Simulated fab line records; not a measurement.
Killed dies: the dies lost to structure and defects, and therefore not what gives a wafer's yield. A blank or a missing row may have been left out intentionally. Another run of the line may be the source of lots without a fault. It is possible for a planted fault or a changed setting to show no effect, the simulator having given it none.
Which tool is to blame?    flow n5-finfet    21 lots with 63 wafers sampled at 6 steps, on a route of 1938 steps

WHAT EACH GAUGE READ, for each wafer
Not one reading of a measure or inspect step in the record can be checked against a usual standard deviation.

EACH LOT AND THE TOOL THAT RAN IT (in order: tool; ch and the chambers of the sampled wafers; start)
lot   N5_BEOL_M2_ETCH_74                  N5_BEOL_M2_STRIP_66                 N5_BEOL_M2_STRIP_19                 N5_BEOL_M2_VIA_ETCH_34              N5_BEOL_M2_ALD_84                    N5_BEOL_M2_ANNEAL_49
L074  rie-diel-01 ch 2,3, day 6 12:30     rie-diel-01 ch 2,3, day 6 12:41     rie-diel-04 ch 1,2, day 6 12:55     rie-diel-01 ch 1,2,3, day 6 16:53   ald-metal-04 ch 1,3, day 6 18:11     pvd-sputter-01, day 6 19:05
L075  rie-diel-02 ch 0,1,2, day 6 19:52   rie-diel-02 ch 0,1,2, day 6 20:02   rie-diel-02 ch 0,1,2, day 6 20:11   rie-diel-02 ch 0,1,3, day 7 00:15   ald-metal-04 ch 1,2, day 7 01:07     pvd-sputter-01, day 7 01:41
L077  rie-diel-02 ch 2,3, day 7 06:48     rie-diel-02 ch 2,3, day 7 06:59     rie-diel-04 ch 0,2,3, day 7 07:13   rie-diel-04 ch 0,1,2, day 7 10:25   ald-metal-04 ch 1,2,3, day 7 11:37   pvd-sputter-03, day 7 12:20
L078  rie-diel-01 ch 0,2, day 7 08:18     rie-diel-01 ch 0,2, day 7 08:29     rie-diel-04 ch 2,3, day 7 08:38     rie-diel-01 ch 0,2,3, day 7 11:37   ald-metal-02 ch 1,3, day 7 12:37     pvd-sputter-01, day 7 13:14
L079  rie-diel-02 ch 0,1,3, day 7 19:50   rie-diel-02 ch 0,1,3, day 7 20:01   rie-diel-02 ch 0,1, day 7 20:16     rie-diel-02 ch 0,1, day 8 00:46     ald-metal-04 ch 1,2,3, day 8 03:43   pvd-sputter-01, day 8 04:33
L080  rie-diel-01 ch 0,1,3, day 8 04:08   rie-diel-01 ch 0,1,3, day 8 04:18   rie-diel-01 ch 0,1,3, day 8 04:35   rie-diel-02 ch 0,1,3, day 8 10:11   ald-metal-04 ch 0,2,3, day 8 11:02   pvd-sputter-01, day 8 11:55
L082  rie-diel-01 ch 0,1,2, day 8 11:36   rie-diel-01 ch 0,1,2, day 8 11:47   rie-diel-01 ch 0,1,3, day 8 11:58   rie-diel-01 ch 1,2,3, day 8 14:09   ald-metal-04 ch 0,2, day 8 15:01     pvd-sputter-03, day 8 15:39
L081  rie-diel-01 ch 0,2, day 8 14:33     rie-diel-01 ch 0,2, day 8 14:44     rie-diel-02 ch 1,2, day 8 14:53     rie-diel-02 ch 0,2,3, day 8 18:30   ald-metal-04 ch 0,1,3, day 8 20:48   pvd-sputter-01, day 8 21:32
L084  rie-diel-01 ch 0,1,3, day 8 18:59   rie-diel-01 ch 0,1,3, day 8 19:10   rie-diel-04 ch 0,1,3, day 8 19:19   rie-diel-04 ch 0,1,3, day 9 00:08   ald-metal-02 ch 0,2,3, day 9 01:06   pvd-sputter-01, day 9 01:59
L085  rie-diel-04 ch 1,2,3, day 9 09:09   rie-diel-04 ch 1,2,3, day 9 09:20   rie-diel-04 ch 0,1,3, day 9 09:29   rie-diel-01 ch 0,1,3, day 9 11:58   ald-metal-03 ch 0,1,2, day 9 12:54   pvd-sputter-01, day 9 13:41
L087  rie-diel-01 ch 0,3, day 9 21:32     rie-diel-01 ch 0,3, day 9 21:43     rie-diel-02 ch 0,1,3, day 9 21:52   rie-diel-04 ch 0,1, day 9 23:01     ald-metal-03 ch 1,2,3, day 9 23:52   pvd-sputter-01, day 10 02:03
L088  rie-diel-01 ch 0,1,3, day 9 21:47   rie-diel-01 ch 0,1,3, day 9 21:57   rie-diel-02 ch 1,2,3, day 9 22:07   rie-diel-04 ch 0,1,2, day 9 23:29   ald-metal-04 ch 1,2,3, day 10 00:08  pvd-sputter-02, day 10 02:09
L089  rie-diel-04 ch 0,2,3, day 10 18:38  rie-diel-04 ch 0,2,3, day 10 18:49  rie-diel-04 ch 0,2,3, day 10 18:58  rie-diel-01 ch 2,3, day 10 19:53    ald-metal-02 ch 0,3, day 10 20:50    pvd-sputter-02, day 10 21:39
L090  rie-diel-02 ch 2,3, day 11 00:05    rie-diel-02 ch 2,3, day 11 00:15    rie-diel-04 ch 2,3, day 11 00:31    rie-diel-01 ch 1,2,3, day 11 03:49  ald-metal-03 ch 0,2, day 11 04:25    pvd-sputter-01, day 11 04:59
L091  rie-diel-02 ch 0,1,3, day 11 00:40  rie-diel-02 ch 0,1,3, day 11 00:50  rie-diel-02 ch 1,2,3, day 11 00:59  rie-diel-01 ch 0,1,2, day 11 04:11  ald-metal-03 ch 0,2,3, day 11 04:47  pvd-sputter-02, day 11 05:25
L093  rie-diel-04 ch 2,3, day 11 00:41    rie-diel-04 ch 2,3, day 11 00:52    rie-diel-04 ch 0,2,3, day 11 01:01  rie-diel-02 ch 0,1,2, day 11 04:16  ald-metal-02 ch 1,3, day 11 04:54    pvd-sputter-03, day 11 05:38
L092  rie-diel-04 ch 2,3, day 11 01:42    rie-diel-04 ch 2,3, day 11 01:53    rie-diel-04 ch 0,3, day 11 02:02    rie-diel-01 ch 1,2, day 11 04:41    ald-metal-04 ch 2,3, day 11 07:18    pvd-sputter-02, day 11 07:55
L094  rie-diel-01 ch 1,2,3, day 11 08:24  rie-diel-01 ch 1,2,3, day 11 08:34  rie-diel-04 ch 0,2,3, day 11 08:51  rie-diel-04 ch 0,2,3, day 11 14:40  ald-metal-03 ch 0,1,3, day 11 15:34  pvd-sputter-03, day 11 16:20
L095  rie-diel-01 ch 0,1,2, day 11 20:35  rie-diel-01 ch 0,1,2, day 11 20:46  rie-diel-02 ch 0,1,3, day 11 20:56  rie-diel-01 ch 0,1,3, day 11 22:35  ald-metal-02 ch 0,3, day 11 23:17    pvd-sputter-03, day 12 00:53
L097  rie-diel-01 ch 0,2,3, day 12 04:40  rie-diel-01 ch 0,2,3, day 12 04:50  rie-diel-01 ch 0,3, day 12 04:59    rie-diel-01 ch 0,1, day 12 08:43    ald-metal-02 ch 2,3, day 12 11:05    pvd-sputter-03, day 12 11:38
L096  rie-diel-04 ch 0,1,2, day 12 04:56  rie-diel-04 ch 0,1,2, day 12 05:07  rie-diel-04 ch 1,2, day 12 05:16    rie-diel-04 ch 1,2, day 12 10:45    ald-metal-04 ch 0,2, day 12 11:19    pvd-sputter-02, day 12 11:59
- N5_BEOL_M2_ETCH_74: etches underlayer in N2/H2, target depth 6.5 nm, time 5.2 s.
- N5_BEOL_M2_STRIP_66: strips in CF4.
- N5_BEOL_M2_STRIP_19: strips in O2.
- N5_BEOL_M2_VIA_ETCH_34: etches the open film in C4F6/O2, target depth 69.4 nm, time 65.9 s.
- N5_BEOL_M2_ALD_84: deposits TaN, pulse time 2 s, purge time 3 s, co reactant purge time 2 s.
- N5_BEOL_M2_ANNEAL_49: time 240 s.

WHAT THE TOOLS THEMSELVES READ (means of the sampled wafers that have a number; where no wafer has one, the mark that the record gives instead)
N5_BEOL_M2_ETCH_74. Usual: drypump-motor-current-A 5.6 A, standard deviation 0.43; etch-rf-on-time-s 5.13 s, standard deviation 0.091; oes-product-au 0.71 a.u., standard deviation 0.073; rf-vpp-V 524.7 V, standard deviation 2.6; showerhead-plenum-p-Torr 2.57 Torr, standard deviation 0.083; throttle-valve-pct 17.9 %, standard deviation 0.31.
lot   tool         drypump-motor-current-A (A)  etch-rf-on-time-s (s)  oes-product-au (a.u.)  rf-vpp-V (V)  showerhead-plenum-p-Torr (Torr)  throttle-valve-pct (%)  flag
L074  rie-diel-01  5.8                          5.09                   0.79                   529.8         2.70                             17.6                    
L075  rie-diel-02  5.3                          5.28                   0.70                   522.1         2.48                             17.8                    
L077  rie-diel-02  5.0                          5.21                   0.63                   521.9         2.47                             18.1                    
L078  rie-diel-01  5.8                          5.12                   0.86                   526.6         2.64                             17.5                    
L079  rie-diel-02  5.3                          5.19                   0.70                   523.1         2.52                             17.8                    
L080  rie-diel-01  6.1                          5.12                   0.74                   525.3         2.58                             18.0                    
L082  rie-diel-01  5.9                          5.01                   0.76                   525.2         2.58                             17.7                    
L081  rie-diel-01  5.7                          5.10                   0.80                   526.3         2.67                             17.4                    
L084  rie-diel-01  6.1                          5.02                   0.73                   525.2         2.57                             18.0                    
L085  rie-diel-04  5.3                          5.24                   0.68                   525.4         2.55                             18.1                    
L087  rie-diel-01  6.1                          5.06                   0.73                   526.5         2.65                             18.1                    
L088  rie-diel-01  6.1                          5.05                   0.72                   524.4         2.57                             18.0                    
L089  rie-diel-04  5.5                          5.07                   0.73                   525.2         2.58                             18.1                    
L090  rie-diel-02  4.9                          5.17                   0.61                   523.5         2.49                             18.1                    
L091  rie-diel-02  5.3                          5.21                   0.67                   522.4         2.51                             17.8                    
L093  rie-diel-04  5.6                          5.17                   0.72                   524.6         2.59                             18.1                    
L092  rie-diel-04  5.6                          5.13                   0.72                   524.9         2.59                             18.1                    
L094  rie-diel-01  6.0                          5.05                   0.69                   524.8         2.60                             18.0                    
L095  rie-diel-01  5.9                          5.12                   0.72                   525.6         2.57                             17.7                    
L097  rie-diel-01  5.9                          5.07                   0.73                   527.2         2.64                             17.8                    
L096  rie-diel-04  5.3                          5.12                   0.76                   522.6         2.55                             18.0                    

N5_BEOL_M2_STRIP_66. Usual: cf4-flow-sccm 150.0 sccm, standard deviation 0.42; drypump-motor-current-A 5.6 A, standard deviation 0.43; oes-product-au 0.82 a.u., standard deviation 0.08; rf-vpp-V 271.5 V, standard deviation 1.4; showerhead-plenum-p-Torr 1.81 Torr, standard deviation 0.052; throttle-valve-pct 13.64 %, standard deviation 0.26.
lot   tool         cf4-flow-sccm (sccm)  drypump-motor-current-A (A)  oes-product-au (a.u.)  rf-vpp-V (V)  showerhead-plenum-p-Torr (Torr)  throttle-valve-pct (%)  flag
L074  rie-diel-01  149.6                 5.8                          0.91                   273.3         1.90                             13.33                   
L075  rie-diel-02  149.9                 5.3                          0.82                   271.0         1.75                             13.65                   
L077  rie-diel-02  150.2                 5.0                          0.73                   270.6         1.74                             13.77                   
L078  rie-diel-01  150.1                 5.8                          0.97                   273.4         1.86                             13.23                   
L079  rie-diel-02  150.0                 5.3                          0.80                   270.1         1.78                             13.61                   
L080  rie-diel-01  150.4                 6.1                          0.84                   272.7         1.82                             13.67                   
L082  rie-diel-01  149.8                 5.9                          0.87                   272.2         1.83                             13.43                   
L081  rie-diel-01  150.5                 5.7                          0.92                   272.8         1.88                             13.19                   
L084  rie-diel-01  150.4                 6.1                          0.84                   271.0         1.82                             13.68                   
L085  rie-diel-04  149.9                 5.2                          0.78                   271.3         1.81                             13.76                   
L087  rie-diel-01  149.8                 6.1                          0.83                   271.1         1.86                             13.70                   
L088  rie-diel-01  150.3                 6.1                          0.82                   271.7         1.82                             13.70                   
L089  rie-diel-04  150.5                 5.5                          0.84                   271.5         1.82                             13.67                   
L090  rie-diel-02  150.3                 4.9                          0.71                   269.1         1.76                             13.77                   
L091  rie-diel-02  150.0                 5.3                          0.77                   270.6         1.77                             13.66                   
L093  rie-diel-04  150.1                 5.6                          0.83                   271.5         1.82                             13.70                   
L092  rie-diel-04  149.8                 5.5                          0.83                   271.6         1.82                             13.69                   
L094  rie-diel-01  150.0                 5.9                          0.79                   271.2         1.83                             13.66                   
L095  rie-diel-01  150.1                 5.8                          0.82                   271.7         1.82                             13.51                   
L097  rie-diel-01  149.9                 5.9                          0.83                   271.5         1.86                             13.51                   
L096  rie-diel-04  149.8                 5.3                          0.87                   271.4         1.80                             13.62                   

N5_BEOL_M2_STRIP_19. Usual: drypump-motor-current-A 5.4 A, standard deviation 0.36; o2-flow-sccm 225.1 sccm, standard deviation 0.78; oes-product-au 0.83 a.u., standard deviation 0.088; rf-vpp-V 3.7 V, standard deviation 0.51; showerhead-plenum-p-Torr 2.11 Torr, standard deviation 0.059; throttle-valve-pct 16.78 %, standard deviation 0.23.
lot   tool         drypump-motor-current-A (A)  o2-flow-sccm (sccm)  oes-product-au (a.u.)  rf-vpp-V (V)  showerhead-plenum-p-Torr (Torr)  throttle-valve-pct (%)  flag
L074  rie-diel-04  5.3                          225.2                0.89                   3.6           2.12                             16.84                   
L075  rie-diel-02  5.3                          225.7                0.82                   3.6           2.05                             16.78                   
L077  rie-diel-04  5.5                          225.5                0.90                   3.6           2.14                             16.78                   
L078  rie-diel-04  5.5                          224.8                0.87                   3.8           2.14                             16.80                   
L079  rie-diel-02  5.4                          225.5                0.88                   3.8           2.07                             16.60                   
L080  rie-diel-01  6.1                          225.5                0.86                   3.5           2.13                             16.81                   
L082  rie-diel-01  6.1                          225.4                0.85                   3.6           2.13                             16.81                   
L081  rie-diel-02  5.1                          225.0                0.78                   4.1           2.02                             16.81                   
L084  rie-diel-04  5.2                          224.9                0.80                   4.3           2.11                             16.81                   
L085  rie-diel-04  5.2                          225.0                0.79                   4.0           2.11                             16.83                   
L087  rie-diel-02  5.3                          224.9                0.79                   3.7           2.08                             16.74                   
L088  rie-diel-02  5.1                          225.1                0.77                   3.5           2.05                             16.73                   
L089  rie-diel-04  5.5                          225.1                0.85                   3.6           2.13                             16.82                   
L090  rie-diel-04  5.5                          225.3                0.82                   3.2           2.13                             16.85                   
L091  rie-diel-02  5.1                          225.0                0.76                   3.5           2.04                             16.76                   
L093  rie-diel-04  5.5                          225.4                0.84                   4.1           2.13                             16.83                   
L092  rie-diel-04  5.4                          225.2                0.82                   3.7           2.12                             16.81                   
L094  rie-diel-04  5.5                          224.8                0.84                   4.0           2.13                             16.84                   
L095  rie-diel-02  5.3                          225.0                0.77                   3.2           2.07                             16.77                   
L097  rie-diel-01  6.1                          224.8                0.82                   3.3           2.18                             16.92                   
L096  rie-diel-04  5.3                          224.4                0.90                   3.9           2.11                             16.76                   

N5_BEOL_M2_VIA_ETCH_34. Usual: drypump-motor-current-A 5.6 A, standard deviation 0.43; mfc-ar-sccm 300.1 sccm, standard deviation 1; oes-product-au 0.83 a.u., standard deviation 0.086; rf-vpp-V 668 V, standard deviation 8.1; showerhead-plenum-p-Torr 2.86 Torr, standard deviation 0.088; throttle-valve-pct 30.83 %, standard deviation 0.29.
lot   tool         drypump-motor-current-A (A)  mfc-ar-sccm (sccm)  oes-product-au (a.u.)  rf-vpp-V (V)  showerhead-plenum-p-Torr (Torr)  throttle-valve-pct (%)  flag
L074  rie-diel-01  6.0                          301.0               0.86                   671           2.91                             30.78                   
L075  rie-diel-02  5.3                          300.3               0.82                   669           2.83                             30.79                   
L077  rie-diel-04  5.3                          299.6               0.85                   668           2.87                             30.94                   
L078  rie-diel-01  5.9                          299.1               0.92                   675           2.97                             30.65                   
L079  rie-diel-02  5.5                          300.4               0.87                   668           2.81                             30.69                   
L080  rie-diel-02  5.3                          301.0               0.80                   668           2.83                             30.79                   
L082  rie-diel-01  6.0                          299.3               0.83                   672           2.90                             30.80                   
L081  rie-diel-02  5.2                          300.5               0.73                   663           2.80                             31.04                   
L084  rie-diel-04  5.2                          300.2               0.79                   669           2.85                             30.93                   
L085  rie-diel-01  6.1                          300.3               0.84                   667           2.87                             30.90                   
L087  rie-diel-04  5.3                          299.5               0.81                   674           2.86                             30.94                   
L088  rie-diel-04  5.3                          300.1               0.82                   668           2.86                             30.96                   
L089  rie-diel-01  6.0                          299.7               0.82                   675           2.98                             30.88                   
L090  rie-diel-01  6.0                          299.3               0.80                   670           2.89                             30.82                   
L091  rie-diel-01  5.9                          300.3               0.85                   668           2.87                             30.64                   
L093  rie-diel-02  5.3                          300.6               0.77                   662           2.78                             30.95                   
L092  rie-diel-01  5.8                          300.2               0.84                   672           2.90                             30.55                   
L094  rie-diel-04  5.5                          300.3               0.84                   665           2.87                             30.97                   
L095  rie-diel-01  6.1                          299.6               0.82                   666           2.86                             30.93                   
L097  rie-diel-01  6.1                          300.7               0.80                   661           2.78                             30.88                   
L096  rie-diel-04  5.0                          300.1               0.91                   664           2.82                             30.80                   

N5_BEOL_M2_ALD_84. Usual: chamber-pressure-Torr 3.000 Torr, standard deviation 0.0059; heater-power-w 421 W, standard deviation 42.
lot   tool          chamber-pressure-Torr (Torr)  heater-power-w (W)  flag
L074  ald-metal-04  2.997                         476                 
L075  ald-metal-04  2.999                         443                 
L077  ald-metal-04  2.993                         432                 
L078  ald-metal-02  2.998                         406                 
L079  ald-metal-04  2.999                         436                 
L080  ald-metal-04  3.001                         434                 
L082  ald-metal-04  2.997                         439                 
L081  ald-metal-04  2.998                         475                 
L084  ald-metal-02  3.000                         427                 
L085  ald-metal-03  2.996                         404                 
L087  ald-metal-03  3.000                         390                 
L088  ald-metal-04  3.000                         440                 
L089  ald-metal-02  3.007                         427                 
L090  ald-metal-03  3.003                         414                 
L091  ald-metal-03  3.008                         408                 
L093  ald-metal-02  3.004                         425                 
L092  ald-metal-04  3.000                         401                 
L094  ald-metal-03  2.994                         386                 
L095  ald-metal-02  3.005                         443                 
L097  ald-metal-02  3.004                         423                 
L096  ald-metal-04  3.001                         399                 

N5_BEOL_M2_ANNEAL_49. Usual: heater-power-w 786 W, standard deviation 39.
lot   tool            heater-power-w (W)  flag
L074  pvd-sputter-01  802                 
L075  pvd-sputter-01  796                 
L077  pvd-sputter-03  794                 
L078  pvd-sputter-01  781                 
L079  pvd-sputter-01  795                 
L080  pvd-sputter-01  789                 
L082  pvd-sputter-03  760                 
L081  pvd-sputter-01  801                 
L084  pvd-sputter-01  777                 
L085  pvd-sputter-01  778                 
L087  pvd-sputter-01  777                 
L088  pvd-sputter-02  795                 
L089  pvd-sputter-02  781                 
L090  pvd-sputter-01  786                 
L091  pvd-sputter-02  791                 
L093  pvd-sputter-03  805                 
L092  pvd-sputter-02  761                 
L094  pvd-sputter-03  802                 
L095  pvd-sputter-03  818                 
L097  pvd-sputter-03  778                 
L096  pvd-sputter-02  761                 

THE ANSWER, worked out from the rows above alone
Rule: take the mean of a lot's wafers that have a number; if it is more than 3 standard deviations from the usual mean, the lot is off. A lot without any number at a reading at which 4 lots or more have one is off too. All remaining lots with rows at the step are treated as sound. Order of review: gauges by route order, followed by the tools' own readings, for which a lot's mean as printed above is used. At the first step where some lot is off, the reading lying furthest off is the one used; lots without a number count as furthest.
None of the lots is off at any reading shown; this tells nothing.

WHAT WAS PUT IN BY THE SIMULATOR
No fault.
